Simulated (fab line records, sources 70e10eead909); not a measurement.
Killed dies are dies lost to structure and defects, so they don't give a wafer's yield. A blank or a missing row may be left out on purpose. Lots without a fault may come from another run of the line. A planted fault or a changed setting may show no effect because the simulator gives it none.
Which tool did it? | flow nand_harc | 24 lots, 72 wafers sampled, at 6 steps of a route of 1302

WHAT THE GAUGES READ, wafer by wafer
The record holds no reading of a measuring or inspecting step that can be judged against a usual standard deviation.

WHICH TOOL RAN EACH LOT (tool, then ch and the chambers of the sampled wafers, then the start)
lot  | NHARC_A_CONTACT_ETCH_111             | NHARC_A_CONTACT_ETCH_112             | NHARC_A_CONTACT_ETCH_117             | NHARC_A_CONTACT_ETCH_102           | NHARC_A_CONTACT_ETCH_125             | NHARC_A_CONTACT_ETCH_129
L074 | har_cap_etch-03 ch 0,1, day 21 05:46 | har_cap_etch-03 ch 0,1, day 21 05:57 | har_cap_etch-03 ch 0,1, day 21 06:49 | rie_diel-13 ch 0,2,3, day 21 09:29 | har_cap_etch-03 ch 0,1, day 21 19:43 | har_cap_etch-03 ch 0,1, day 21 20:25
L076 | har_cap_etch-03 ch 0,1, day 21 16:37 | har_cap_etch-03 ch 0,1, day 21 16:49 | har_cap_etch-03 ch 0,1, day 21 17:40 | rie_diel-10 ch 1,2,3, day 21 20:12 | har_cap_etch-02 ch 0,1, day 22 03:46 | har_cap_etch-02 ch 0,1, day 22 04:29
L075 | har_cap_etch-02 ch 0,1, day 21 23:53 | har_cap_etch-02 ch 0,1, day 22 00:04 | har_cap_etch-02 ch 0,1, day 22 00:55 | rie_diel-03 ch 0,1,3, day 22 03:25 | har_cap_etch-02 ch 0,1, day 22 10:04 | har_cap_etch-02 ch 0,1, day 22 10:46
L078 | har_cap_etch-03 ch 0,1, day 22 10:02 | har_cap_etch-03 ch 0,1, day 22 10:14 | har_cap_etch-03 ch 0,1, day 22 11:06 | rie_diel-10 ch 0,1,2, day 22 13:38 | har_cap_etch-03 ch 0,1, day 23 00:36 | har_cap_etch-03 ch 0,1, day 23 01:19
L077 | har_cap_etch-01 ch 0,1, day 22 10:28 | har_cap_etch-01 ch 0,1, day 22 10:43 | har_cap_etch-01 ch 0,1, day 22 11:52 | rie_diel-10 ch 0,1,2, day 22 14:56 | har_cap_etch-01 ch 0,1, day 23 02:00 | har_cap_etch-01 ch 0,1, day 23 02:56
L079 | har_cap_etch-01 ch 1, day 22 22:06   | har_cap_etch-01 ch 1, day 22 22:28   | har_cap_etch-01 ch 1, day 22 23:36   | rie_diel-10 ch 0,2, day 23 02:37   | har_cap_etch-01 ch 0, day 23 09:34   | har_cap_etch-01 ch 0, day 23 10:31
L081 | har_cap_etch-03 ch 0,1, day 24 10:40 | har_cap_etch-03 ch 0,1, day 24 10:52 | har_cap_etch-03 ch 0,1, day 24 11:43 | rie_diel-10 ch 1,2, day 24 14:12   | har_cap_etch-02 ch 0,1, day 24 21:48 | har_cap_etch-02 ch 0,1, day 24 22:30
L080 | har_cap_etch-01 ch 0,1, day 24 21:47 | har_cap_etch-01 ch 0,1, day 24 21:59 | har_cap_etch-01 ch 0,1, day 24 22:51 | rie_diel-13 ch 1,2,3, day 25 01:22 | har_cap_etch-02 ch 0,1, day 25 11:13 | har_cap_etch-02 ch 0,1, day 25 11:55
L083 | har_cap_etch-03 ch 0,1, day 25 07:52 | har_cap_etch-03 ch 0,1, day 25 08:04 | har_cap_etch-03 ch 0,1, day 25 08:55 | rie_diel-03 ch 1,2,3, day 25 11:28 | har_cap_etch-01 ch 0,1, day 25 18:04 | har_cap_etch-01 ch 0,1, day 25 18:47
L082 | har_cap_etch-01 ch 0,1, day 25 09:04 | har_cap_etch-01 ch 0,1, day 25 09:15 | har_cap_etch-01 ch 0,1, day 25 10:07 | rie_diel-10 ch 1,2,3, day 25 12:35 | har_cap_etch-02 ch 0,1, day 25 21:34 | har_cap_etch-02 ch 0,1, day 25 22:16
L084 | har_cap_etch-03 ch 0,1, day 25 14:01 | har_cap_etch-03 ch 0,1, day 25 14:11 | har_cap_etch-03 ch 0,1, day 25 15:02 | rie_diel-13 ch 1,2, day 25 17:32   | har_cap_etch-01 ch 0,1, day 26 00:58 | har_cap_etch-01 ch 0,1, day 26 01:41
L085 | har_cap_etch-03 ch 0,1, day 26 01:42 | har_cap_etch-03 ch 0,1, day 26 01:53 | har_cap_etch-03 ch 0,1, day 26 02:45 | rie_diel-13 ch 0,1, day 26 05:35   | har_cap_etch-02 ch 0,1, day 26 12:56 | har_cap_etch-02 ch 0,1, day 26 13:38
L086 | har_cap_etch-01 ch 0,1, day 26 19:40 | har_cap_etch-01 ch 0,1, day 26 19:52 | har_cap_etch-01 ch 0,1, day 26 20:43 | rie_diel-10 ch 0,1, day 26 23:10   | har_cap_etch-01 ch 0,1, day 27 05:41 | har_cap_etch-01 ch 0,1, day 27 06:24
L087 | har_cap_etch-03 ch 0,1, day 26 20:37 | har_cap_etch-03 ch 0,1, day 26 20:49 | har_cap_etch-03 ch 0,1, day 26 21:41 | rie_diel-10 ch 1,3, day 27 00:10   | har_cap_etch-03 ch 0,1, day 27 07:05 | har_cap_etch-03 ch 0,1, day 27 07:47
L088 | har_cap_etch-02 ch 0,1, day 27 10:52 | har_cap_etch-02 ch 0,1, day 27 11:04 | har_cap_etch-02 ch 0,1, day 27 11:56 | rie_diel-10 ch 1,2,3, day 27 14:29 | har_cap_etch-03 ch 0,1, day 27 20:56 | har_cap_etch-03 ch 0,1, day 27 21:53
L089 | har_cap_etch-01 ch 0,1, day 27 11:49 | har_cap_etch-01 ch 0,1, day 27 12:00 | har_cap_etch-01 ch 0,1, day 27 12:51 | rie_diel-10 ch 0,1, day 27 15:36   | har_cap_etch-02 ch 0,1, day 28 00:35 | har_cap_etch-02 ch 0,1, day 28 01:31
L091 | har_cap_etch-01 ch 0,1, day 27 23:09 | har_cap_etch-01 ch 0,1, day 27 23:20 | har_cap_etch-01 ch 0,1, day 28 00:11 | rie_diel-10 ch 0,3, day 28 02:45   | har_cap_etch-02 ch 0,1, day 28 09:32 | har_cap_etch-02 ch 0,1, day 28 10:19
L090 | har_cap_etch-01 ch 0,1, day 28 08:44 | har_cap_etch-01 ch 0,1, day 28 08:56 | har_cap_etch-01 ch 0,1, day 28 09:47 | rie_diel-10 ch 2,3, day 28 12:14   | har_cap_etch-02 ch 0,1, day 28 18:55 | har_cap_etch-02 ch 0,1, day 28 19:37
L092 | har_cap_etch-03 ch 0,1, day 28 18:58 | har_cap_etch-03 ch 0,1, day 28 19:14 | har_cap_etch-03 ch 0,1, day 28 20:07 | rie_diel-03 ch 1,2, day 28 22:35   | har_cap_etch-02 ch 0,1, day 29 11:24 | har_cap_etch-02 ch 0,1, day 29 12:07
L093 | har_cap_etch-03 ch 0,1, day 29 14:22 | har_cap_etch-03 ch 0,1, day 29 14:34 | har_cap_etch-03 ch 0,1, day 29 15:25 | rie_diel-10 ch 1,2, day 29 17:52   | har_cap_etch-02 ch 0,1, day 30 00:26 | har_cap_etch-02 ch 0,1, day 30 01:09
L094 | har_cap_etch-01 ch 0,1, day 30 16:18 | har_cap_etch-01 ch 0,1, day 30 16:30 | har_cap_etch-01 ch 0,1, day 30 17:21 | rie_diel-10 ch 0,1, day 30 19:52   | har_cap_etch-02 ch 0,1, day 31 03:34 | har_cap_etch-02 ch 0,1, day 31 04:17
L096 | har_cap_etch-02 ch 0,1, day 30 18:26 | har_cap_etch-02 ch 0,1, day 30 18:38 | har_cap_etch-02 ch 0,1, day 30 19:29 | rie_diel-03 ch 1,3, day 30 22:00   | har_cap_etch-03 ch 0, day 31 06:48   | har_cap_etch-03 ch 0, day 31 07:31
L097 | har_cap_etch-03 ch 0,1, day 30 19:21 | har_cap_etch-03 ch 0,1, day 30 19:32 | har_cap_etch-03 ch 0,1, day 30 20:24 | rie_diel-10 ch 0,1, day 30 22:52   | har_cap_etch-01 ch 0,1, day 31 07:56 | har_cap_etch-01 ch 0,1, day 31 08:53
L095 | har_cap_etch-01 ch 0,1, day 31 00:26 | har_cap_etch-01 ch 0,1, day 31 00:38 | har_cap_etch-01 ch 0,1, day 31 01:40 | rie_diel-13 ch 0,1,2, day 31 05:17 | har_cap_etch-03 ch 0,1, day 31 12:08 | har_cap_etch-03 ch 0,1, day 31 12:50
- NHARC_A_CONTACT_ETCH_111: etches the open film in C4F8/O2/Ar, time 140 s, target depth 700 nm.
- NHARC_A_CONTACT_ETCH_112: etches the open film in C4F8/O2/Ar, time 190 s, target depth 1850 nm.
- NHARC_A_CONTACT_ETCH_117: etches the open film in C4F8/O2/Ar, time 190 s, target depth 1850 nm.
- NHARC_A_CONTACT_ETCH_102: etches the open film in CF4/O2, target depth 100 nm, overetch 10 nm, time 55 s.
- NHARC_A_CONTACT_ETCH_125: etches the open film in C4F8/O2/Ar, time 197 s, target depth 1918 nm.
- NHARC_A_CONTACT_ETCH_129: etches the open film in C4F8/O2/Ar, time 197 s, target depth 1918 nm.

WHAT THE TOOLS THEMSELVES READ (means of the sampled wafers that have a number; where no wafer has one, the mark that the record gives instead)
NHARC_A_CONTACT_ETCH_102.
lot  | tool        | drypump_motor_current_A (A) | oes_product_au (a.u.) | rf_vpp_V (V) | showerhead_plenum_p_Torr (Torr) | throttle_valve_pct (%)
L074 | rie_diel-13 | 5.9                         | 1.006                 | 197.5        | 1.33                            | 13.403
L076 | rie_diel-10 | 6.3                         | 1.007                 | 198.1        | 1.37                            | 13.399
L075 | rie_diel-03 | 5.4                         | 0.988                 | 198.1        | 1.36                            | 13.400
L078 | rie_diel-10 | 5.9                         | 0.990                 | 198.7        | 1.37                            | 13.396
L077 | rie_diel-10 | 5.9                         | 0.994                 | 198.1        | 1.37                            | 13.399
L079 | rie_diel-10 | 5.6                         | 0.995                 | 197.8        | 1.39                            | 13.398
L081 | rie_diel-10 | 6.3                         | 0.996                 | 199.0        | 1.38                            | 13.392
L080 | rie_diel-13 | 5.8                         | 1.012                 | 196.6        | 1.26                            | 13.392
L083 | rie_diel-03 | 5.6                         | 1.000                 | 197.1        | 1.34                            | 13.389
L082 | rie_diel-10 | 6.3                         | 0.995                 | 199.1        | 1.36                            | 13.393
L084 | rie_diel-13 | 5.8                         | 1.003                 | 196.3        | 1.26                            | 13.401
L085 | rie_diel-13 | 5.4                         | 1.003                 | 197.3        | 1.31                            | 13.394
L086 | rie_diel-10 | 6.1                         | 0.980                 | 198.2        | 1.35                            | 13.392
L087 | rie_diel-10 | 6.5                         | 0.977                 | 199.0        | 1.34                            | 13.403
L088 | rie_diel-10 | 6.3                         | 0.987                 | 198.5        | 1.36                            | 13.390
L089 | rie_diel-10 | 6.1                         | 0.977                 | 197.6        | 1.35                            | 13.397
L091 | rie_diel-10 | 6.1                         | 0.995                 | 196.8        | 1.32                            | 13.395
L090 | rie_diel-10 | 6.0                         | 0.994                 | 198.7        | 1.38                            | 13.404
L092 | rie_diel-03 | 5.8                         | 0.994                 | 196.3        | 1.28                            | 13.384
L093 | rie_diel-10 | 6.0                         | 0.984                 | 198.5        | 1.39                            | 13.399
L094 | rie_diel-10 | 6.1                         | 0.982                 | 198.0        | 1.35                            | 13.403
L096 | rie_diel-03 | 5.3                         | 0.992                 | 198.4        | 1.37                            | 13.395
L097 | rie_diel-10 | 6.1                         | 0.981                 | 198.8        | 1.35                            | 13.399
L095 | rie_diel-13 | 5.8                         | 0.999                 | 197.0        | 1.31                            | 13.400

THE ANSWER, worked out from the rows above alone
Rule: what is usual is taken from the lots themselves. Put in order of their means at a reading, lots are off if they are a third of the lots or fewer, leave a main group of 4 or more, and stand apart from it by a gap of 3 or more times the standard deviation of the main group's means; of several such gaps the widest counts. A main group whose means are all the same, to the digits that the tables above print for the reading, isn't used. A lot without any number at a reading at which 4 lots or more have one is off too. The other lots that the step has rows for count as sound. The gauges are gone through in route order, then the tools' own readings, and for those a lot's mean is taken as printed above. The first step at which some lot is off is used, and at that step the reading that is off furthest; a lot without a number counts as furthest.
No lot is off at any reading shown: from this, nothing can be told.

WHAT THE SIMULATOR HAD PUT IN
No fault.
